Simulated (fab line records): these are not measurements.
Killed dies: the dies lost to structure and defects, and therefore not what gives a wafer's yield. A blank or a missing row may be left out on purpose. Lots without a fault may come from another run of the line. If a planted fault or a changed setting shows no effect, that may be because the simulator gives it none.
fab line records || flow nandHarc
[record] {"lots": 7, "wafers": 21, "lastDay": 25}
route steps=1159 shown P_CONTACT@249 P_M0@253
lots that met no fault: from a run of the same line without faults
startH: the number of hours between the record's first day and the start of the first shown wafer of the lot || waitH: how many hours have passed since the lot's step before this one || " identical to the entry in the row above || L1.1+2: a single row standing in for several wafers || - no value, or no start given || * or withheld: withheld || < > ~ a bound
route shown NAME@n: a module of which the file shows steps, and the number in the route of the first || usual: average and standard deviation across the fault-free wafers || same: alike in all rows || chamber/n: place in a boat || sites: per-site readings || _std_site: their standard deviation || _edge_site: mean of outer sites minus mean of inner sites || radiusMm: for every site, how far away it sits from the centre of the wafer || mask NAME#n: copy n || behind: the last tool/chamber to shape the wafer || hold: what put the lot on hold/how long, in hours/how the hold closed || device: the n, p or np transistor that did not switch || end of line: the same wafers' tests at the end of the route || a step with no rows: only its recipe || killed: at the first sort, the dies lost to defects and structure; wafer yield is something else || map: the dies of a wafer, with x for killed, . for not killed, _ for no die there
set.NAME: the setting as run; set.NAME@STEP: as run at that earlier step || model.NAME: the simulator's own value behind a step, which no gauge read
lots at selected steps of the route; one table per step, one row per wafer
services: when a tool's chamber went out of use (startH, in hours from the record's first day, below 0 if earlier), for how many hours, and the reason
[[steps]]
[step NHARC_P_CONTACT_CMP_24]
[recipe] {"tOverpolishS": 30, "targetThkNm": 200}
[usual] {"motorCurrentA": "12.1/1.1", "overpolishRunS": "30.000/0.0088", "padLifeWafers": "232/170", "slurryFlowMlMin": "150.0/0.47", "timeToEndpointS": "38/3.9"}
[same] {"tOverpolishS": 30}
{"lot.wafer": "L326.1", "tool": "cmp-04", "chamber": 1, "startH": 126.02, "waitH": 0.6, "motorCurrentA": 13.7, "overpolishRunS": 29.980, "padLifeWafers": 81, "slurryFlowMlMin": 151.0, "timeToEndpointS": 36}
{"lot.wafer": "L326.6", "tool": "cmp-04", "chamber": 2, "startH": 126.02, "waitH": 0.6, "motorCurrentA": 13.2, "overpolishRunS": 29.990, "padLifeWafers": "-", "slurryFlowMlMin": 150.7, "timeToEndpointS": 32}
{"lot.wafer": "L326.5", "tool": "cmp-04", "chamber": 3, "startH": 126.02, "waitH": 0.6, "motorCurrentA": 11.9, "overpolishRunS": 30.005, "padLifeWafers": "-", "slurryFlowMlMin": 149.7, "timeToEndpointS": 33}
{"lot.wafer": "L338.2", "tool": "cmp-01", "chamber": 3, "startH": 192.73, "waitH": 0.6, "motorCurrentA": 10.7, "overpolishRunS": 30.009, "padLifeWafers": 66, "slurryFlowMlMin": 150.5, "timeToEndpointS": 36}
{"lot.wafer": "L338.4", "tool": "cmp-01", "chamber": 2, "startH": 192.73, "waitH": 0.6, "motorCurrentA": 12.0, "overpolishRunS": 29.992, "padLifeWafers": 69, "slurryFlowMlMin": 149.1, "timeToEndpointS": 35}
{"lot.wafer": "L338.6", "tool": "cmp-01", "chamber": 3, "startH": 192.73, "waitH": 0.6, "motorCurrentA": 11.0, "overpolishRunS": 29.997, "padLifeWafers": "-", "slurryFlowMlMin": 149.5, "timeToEndpointS": 36}
{"lot.wafer": "L336.3", "tool": "cmp-04", "chamber": 3, "startH": 192.99, "waitH": 0.4, "motorCurrentA": 11.2, "overpolishRunS": 30.027, "padLifeWafers": 390, "slurryFlowMlMin": 150.3, "timeToEndpointS": 36}
{"lot.wafer": "L336.2", "tool": "cmp-04", "chamber": 2, "startH": 192.99, "waitH": 0.4, "motorCurrentA": 13.5, "overpolishRunS": 29.991, "padLifeWafers": 393, "slurryFlowMlMin": 150.2, "timeToEndpointS": 36}
{"lot.wafer": "L336.5", "tool": "cmp-04", "chamber": 3, "startH": 192.99, "waitH": 0.4, "motorCurrentA": 11.9, "overpolishRunS": 30.000, "padLifeWafers": "-", "slurryFlowMlMin": 150.1, "timeToEndpointS": 40}
{"lot.wafer": "L339.2", "tool": "cmp-04", "chamber": 2, "startH": 196.10, "waitH": 0.6, "motorCurrentA": 13.4, "overpolishRunS": 29.996, "padLifeWafers": 408, "slurryFlowMlMin": 150.7, "timeToEndpointS": 34}
{"lot.wafer": "L339.3", "tool": "cmp-04", "chamber": 0, "startH": 196.10, "waitH": 0.6, "motorCurrentA": 11.3, "overpolishRunS": 29.983, "padLifeWafers": 410, "slurryFlowMlMin": 150.0, "timeToEndpointS": 36}
{"lot.wafer": "L339.6", "tool": "cmp-04", "chamber": 3, "startH": 196.10, "waitH": 0.6, "motorCurrentA": 12.1, "overpolishRunS": 30.007, "padLifeWafers": "-", "slurryFlowMlMin": 150.0, "timeToEndpointS": 37}
{"lot.wafer": "L341.2", "tool": "cmp-04", "chamber": 3, "startH": 210.87, "waitH": 0.5, "motorCurrentA": 11.5, "overpolishRunS": 29.994, "padLifeWafers": 18, "slurryFlowMlMin": 149.4, "timeToEndpointS": 36}
{"lot.wafer": "L341.3", "tool": "cmp-04", "chamber": 2, "startH": 210.87, "waitH": 0.5, "motorCurrentA": 13.8, "overpolishRunS": 30.000, "padLifeWafers": 21, "slurryFlowMlMin": 150.6, "timeToEndpointS": 35}
{"lot.wafer": "L341.5", "tool": "cmp-04", "chamber": 3, "startH": 210.87, "waitH": 0.5, "motorCurrentA": 12.0, "overpolishRunS": 29.999, "padLifeWafers": "-", "slurryFlowMlMin": 149.2, "timeToEndpointS": 38}
{"lot.wafer": "L345.1", "tool": "cmp-02", "chamber": 2, "startH": 235.01, "waitH": 0.6, "motorCurrentA": 12.2, "overpolishRunS": 29.984, "padLifeWafers": 30, "slurryFlowMlMin": 149.9, "timeToEndpointS": 40}
{"lot.wafer": "L345.3", "tool": "cmp-02", "chamber": 3, "startH": 235.01, "waitH": 0.6, "motorCurrentA": 14.0, "overpolishRunS": 29.998, "padLifeWafers": 31, "slurryFlowMlMin": 150.5, "timeToEndpointS": 43}
{"lot.wafer": "L345.6", "tool": "cmp-02", "chamber": 2, "startH": 235.01, "waitH": 0.6, "motorCurrentA": 12.4, "overpolishRunS": 29.989, "padLifeWafers": "-", "slurryFlowMlMin": 149.8, "timeToEndpointS": 41}
{"lot.wafer": "L348.2", "tool": "cmp-02", "chamber": 3, "startH": 251.69, "waitH": 0.6, "motorCurrentA": 14.7, "overpolishRunS": 30.001, "padLifeWafers": 138, "slurryFlowMlMin": 149.7, "timeToEndpointS": 42}
{"lot.wafer": "L348.1", "tool": "cmp-02", "chamber": 1, "startH": 251.69, "waitH": 0.6, "motorCurrentA": 10.7, "overpolishRunS": 30.005, "padLifeWafers": 140, "slurryFlowMlMin": 149.4, "timeToEndpointS": 44}
{"lot.wafer": "L348.5", "tool": "cmp-02", "chamber": 0, "startH": 251.69, "waitH": 0.6, "motorCurrentA": 12.2, "overpolishRunS": 30.004, "padLifeWafers": "-", "slurryFlowMlMin": 150.0, "timeToEndpointS": 38}
[step NHARC_P_CONTACT_SRD_26]
[step NHARC_P_CONTACT_INSPECT_27]
[usual] {"rawDefectCount": "296/110"}
{"lot.wafer": "L326.1", "tool": "defectInspect-02", "chamber": "-", "startH": 126.37, "waitH": 0.1, "rawDefectCount": 255}
{"lot.wafer": "L326.5", "tool": "defectInspect-02", "chamber": "-", "startH": 126.37, "waitH": 0.1, "rawDefectCount": 359}
{"lot.wafer": "L326.6", "tool": "defectInspect-02", "chamber": "-", "startH": 126.37, "waitH": 0.1, "rawDefectCount": 383}
{"lot.wafer": "L338.2", "tool": "defectInspect-01", "chamber": "-", "startH": 193.14, "waitH": 0.1, "rawDefectCount": 243}
{"lot.wafer": "L338.4", "tool": "defectInspect-01", "chamber": "-", "startH": 193.14, "waitH": 0.1, "rawDefectCount": 246}
{"lot.wafer": "L338.6", "tool": "defectInspect-01", "chamber": "-", "startH": 193.14, "waitH": 0.1, "rawDefectCount": 294}
{"lot.wafer": "L336.2", "tool": "defectInspect-02", "chamber": "-", "startH": 193.39, "waitH": 0.1, "rawDefectCount": 503}
{"lot.wafer": "L336.3", "tool": "defectInspect-02", "chamber": "-", "startH": 193.39, "waitH": 0.1, "rawDefectCount": 364}
{"lot.wafer": "L336.5", "tool": "defectInspect-02", "chamber": "-", "startH": 193.39, "waitH": 0.1, "rawDefectCount": 391}
{"lot.wafer": "L339.2", "tool": "defectInspect-01", "chamber": "-", "startH": 196.50, "waitH": 0.1, "rawDefectCount": 575}
{"lot.wafer": "L339.3", "tool": "defectInspect-01", "chamber": "-", "startH": 196.50, "waitH": 0.1, "rawDefectCount": 373}
{"lot.wafer": "L339.6", "tool": "defectInspect-01", "chamber": "-", "startH": 196.50, "waitH": 0.1, "rawDefectCount": 220}
{"lot.wafer": "L341.2", "tool": "defectInspect-01", "chamber": "-", "startH": 211.27, "waitH": 0.1, "rawDefectCount": 297}
{"lot.wafer": "L341.3", "tool": "defectInspect-01", "chamber": "-", "startH": 211.27, "waitH": 0.1, "rawDefectCount": 280}
{"lot.wafer": "L341.5", "tool": "defectInspect-01", "chamber": "-", "startH": 211.27, "waitH": 0.1, "rawDefectCount": 292}
{"lot.wafer": "L345.1", "tool": "defectInspect-02", "chamber": "-", "startH": 235.41, "waitH": 0.1, "rawDefectCount": 175}
{"lot.wafer": "L345.3", "tool": "defectInspect-02", "chamber": "-", "startH": 235.41, "waitH": 0.1, "rawDefectCount": 249}
{"lot.wafer": "L345.6", "tool": "defectInspect-02", "chamber": "-", "startH": 235.41, "waitH": 0.1, "rawDefectCount": 330}
{"lot.wafer": "L348.1", "tool": "defectInspect-01", "chamber": "-", "startH": 252.10, "waitH": 0.1, "rawDefectCount": 185}
{"lot.wafer": "L348.2", "tool": "defectInspect-01", "chamber": "-", "startH": 252.10, "waitH": 0.1, "rawDefectCount": 279}
{"lot.wafer": "L348.5", "tool": "defectInspect-01", "chamber": "-", "startH": 252.10, "waitH": 0.1, "rawDefectCount": 158}
[step NHARC_P_M0_DEP_00]
[recipe] {"targetThkA": 1500, "targetThkNm": 150, "tempC": "withheld", "pressureTorr": 5, "flowSccm": 200, "rfW": 600, "material": "SiOC"}
[step NHARC_P_M0_DEHYDRATE_01]
[recipe] {"tempC": 150, "timeS": 120}
[step NHARC_P_M0_HMDS_02]
[recipe] {"timeS": 30}
[step NHARC_P_M0_COAT_33]
[recipe] {"tempC": 200, "timeS": 65}
[step NHARC_P_M0_COAT_03]
[recipe] {"spinRpm": 1500, "resistThkNm": 90}
[step NHARC_P_M0_SOFTBAKE_04]
[recipe] {"tempC": 105, "timeS": 55}
[step NHARC_P_M0_EBR_05]
[step NHARC_P_M0_EXPOSE_06]
[recipe] {"na": 1.35, "targetCdNm": 90, "doseMj": 81.28, "maskId": "P_M0"}
[step NHARC_P_M0_PEB_07]
[recipe] {"pebTempC": 100, "pebTimeS": 65}
[usual] {"chillPlateTempC": "23.02/0.1", "exhaustPa": "45.1/0.93"}
{"lot.wafer": "L326.1", "tool": "lithoTrack-04", "chamber": 0, "startH": 127.20, "waitH": 0.1, "chillPlateTempC": 23.14, "exhaustPa": 45.4}
{"lot.wafer": "L326.5", "tool": "lithoTrack-04", "chamber": 0, "startH": 127.20, "waitH": 0.1, "chillPlateTempC": 23.05, "exhaustPa": 44.8}
{"lot.wafer": "L326.6", "tool": "lithoTrack-04", "chamber": 0, "startH": 127.20, "waitH": 0.1, "chillPlateTempC": 23.13, "exhaustPa": 45.5}
{"lot.wafer": "L338.2", "tool": "lithoTrack-06", "chamber": "-", "startH": 193.97, "waitH": 0.1, "chillPlateTempC": "-", "exhaustPa": "-"}
{"lot.wafer": "L338.4", "tool": "lithoTrack-06", "chamber": "-", "startH": 193.97, "waitH": 0.1, "chillPlateTempC": "-", "exhaustPa": "-"}
{"lot.wafer": "L338.6", "tool": "lithoTrack-06", "chamber": "-", "startH": 193.97, "waitH": 0.1, "chillPlateTempC": "-", "exhaustPa": "-"}
{"lot.wafer": "L336.2", "tool": "lithoTrack-01", "chamber": "-", "startH": 194.21, "waitH": 0.1, "chillPlateTempC": "-", "exhaustPa": "-"}
{"lot.wafer": "L336.3", "tool": "lithoTrack-01", "chamber": "-", "startH": 194.21, "waitH": 0.1, "chillPlateTempC": "-", "exhaustPa": "-"}
{"lot.wafer": "L336.5", "tool": "lithoTrack-01", "chamber": "-", "startH": 194.21, "waitH": 0.1, "chillPlateTempC": "-", "exhaustPa": "-"}
{"lot.wafer": "L339.2", "tool": "lithoTrack-06", "chamber": "-", "startH": 197.33, "waitH": 0.1, "chillPlateTempC": "-", "exhaustPa": "-"}
{"lot.wafer": "L339.3", "tool": "lithoTrack-06", "chamber": "-", "startH": 197.33, "waitH": 0.1, "chillPlateTempC": "-", "exhaustPa": "-"}
{"lot.wafer": "L339.6", "tool": "lithoTrack-06", "chamber": "-", "startH": 197.33, "waitH": 0.1, "chillPlateTempC": "-", "exhaustPa": "-"}
{"lot.wafer": "L341.2", "tool": "lithoTrack-06", "chamber": 0, "startH": 211.98, "waitH": 0.1, "chillPlateTempC": 22.95, "exhaustPa": 45.0}
{"lot.wafer": "L341.3", "tool": "lithoTrack-06", "chamber": 0, "startH": 211.98, "waitH": 0.1, "chillPlateTempC": 23.02, "exhaustPa": 43.0}
{"lot.wafer": "L341.5", "tool": "lithoTrack-06", "chamber": 0, "startH": 211.98, "waitH": 0.1, "chillPlateTempC": 22.89, "exhaustPa": 44.7}
{"lot.wafer": "L345.1", "tool": "lithoTrack-04", "chamber": 0, "startH": 236.33, "waitH": 0.1, "chillPlateTempC": 22.95, "exhaustPa": 43.6}
{"lot.wafer": "L345.3", "tool": "lithoTrack-04", "chamber": 0, "startH": 236.33, "waitH": 0.1, "chillPlateTempC": 22.98, "exhaustPa": 46.1}
{"lot.wafer": "L345.6", "tool": "lithoTrack-04", "chamber": 0, "startH": 236.33, "waitH": 0.1, "chillPlateTempC": 23.06, "exhaustPa": 45.9}
{"lot.wafer": "L348.1", "tool": "lithoTrack-06", "chamber": 0, "startH": 252.92, "waitH": 0.1, "chillPlateTempC": 23.04, "exhaustPa": 45.1}
{"lot.wafer": "L348.2", "tool": "lithoTrack-06", "chamber": 0, "startH": 252.92, "waitH": 0.1, "chillPlateTempC": 23.16, "exhaustPa": 44.6}
{"lot.wafer": "L348.5", "tool": "lithoTrack-06", "chamber": 0, "startH": 252.92, "waitH": 0.1, "chillPlateTempC": 23.08, "exhaustPa": 45.1}
[step NHARC_P_M0_DEVELOP_08]
[recipe] {"developTimeS": 35, "devTempC": 23}
[[services]]
{"tool": "cmp-04", "chamber": "-", "startH": 105.00, "hours": 4.0, "kind": "pm"}
{"tool": "cmp-04", "chamber": "-", "startH": 109.00, "hours": "-", "kind": "consumableReplace:conditioner"}
{"tool": "cmp-04", "chamber": "-", "startH": 109.00, "hours": "-", "kind": "consumableReplace:pad"}
{"tool": "lithoTrack-06", "chamber": "-", "startH": 117.00, "hours": 7.0, "kind": "pm"}
{"tool": "cmp-04", "chamber": "-", "startH": 125.14, "hours": 0.7, "kind": "repair"}
{"tool": "cmp-02", "chamber": "-", "startH": 128.50, "hours": 4.0, "kind": "pm"}
{"tool": "cmp-02", "chamber": "-", "startH": 132.50, "hours": "-", "kind": "consumableReplace:conditioner"}
{"tool": "cmp-02", "chamber": "-", "startH": 132.50, "hours": "-", "kind": "consumableReplace:pad"}
{"tool": "lithoTrack-04", "chamber": "-", "startH": 141.00, "hours": 7.0, "kind": "pm"}
{"tool": "cmp-04", "chamber": "-", "startH": 141.47, "hours": 1.0, "kind": "repair"}
{"tool": "cmp-02", "chamber": "-", "startH": 146.67, "hours": 3.4, "kind": "repair"}
{"tool": "cmp-04", "chamber": "-", "startH": 148.04, "hours": 2.2, "kind": "repair"}
{"tool": "cmp-01", "chamber": "-", "startH": 165.91, "hours": 3.8, "kind": "repair"}
{"tool": "cmp-01", "chamber": "-", "startH": 179.50, "hours": 4.0, "kind": "pm"}
{"tool": "cmp-01", "chamber": "-", "startH": 188.82, "hours": 0.6, "kind": "repair"}
{"tool": "cmp-02", "chamber": "-", "startH": 194.50, "hours": 3.3, "kind": "repair"}
{"tool": "cmp-04", "chamber": "-", "startH": 201.08, "hours": 4.0, "kind": "repair"}
{"tool": "cmp-04", "chamber": "-", "startH": 209.06, "hours": "-", "kind": "consumableReplace:conditioner"}
{"tool": "cmp-04", "chamber": "-", "startH": 209.06, "hours": "-", "kind": "consumableReplace:pad"}
{"tool": "cmp-04", "chamber": "-", "startH": 212.70, "hours": 1.4, "kind": "repair"}
{"tool": "cmp-02", "chamber": "-", "startH": 212.70, "hours": 0.6, "kind": "repair"}
{"tool": "cmp-02", "chamber": "-", "startH": 226.50, "hours": 4.0, "kind": "pm"}
{"tool": "cmp-02", "chamber": "-", "startH": 247.99, "hours": 0.8, "kind": "repair"}
{"tool": "lithoTrack-06", "chamber": "-", "startH": 248.33, "hours": "-", "kind": "consumableReplace:filter"}
[[key]]
[firstSign] {"step": "NHARC_P_M0_PEB_07", "reading": "toolRecord", "direction": "missing"}
effect none on later readings
metAt NHARC_P_M0_PEB_07
struckWafers L336.2,L336.3,L336.5,L338.2,L338.4,L338.6,L339.2,L339.3,L339.6
laterRowsLeftOut L336.2,L336.3,L336.5,L338.2,L338.4,L338.6,L339.2,L339.3,L339.6
sortLeftOut L336.2,L336.3,L336.5,L338.2,L338.4,L338.6,L339.2,L339.3,L339.6
[fault] {"kind": "skippedStepWhole", "tool": "lithoTrack-01,lithoTrack-06", "chamber": "-", "onsetH": 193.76, "steps": "NHARC_P_M0_PEB_07", "scope": "struckLotsOnly"}
// sortLeftOut: the simulated sort isn't trusted on such a fault, so these wafers' sort isn't shown, and their yield isn't known
// laterRowsLeftOut: the simulator's readings of these wafers behind a module that went badly wrong aren't trusted and aren't shown, but for the sort
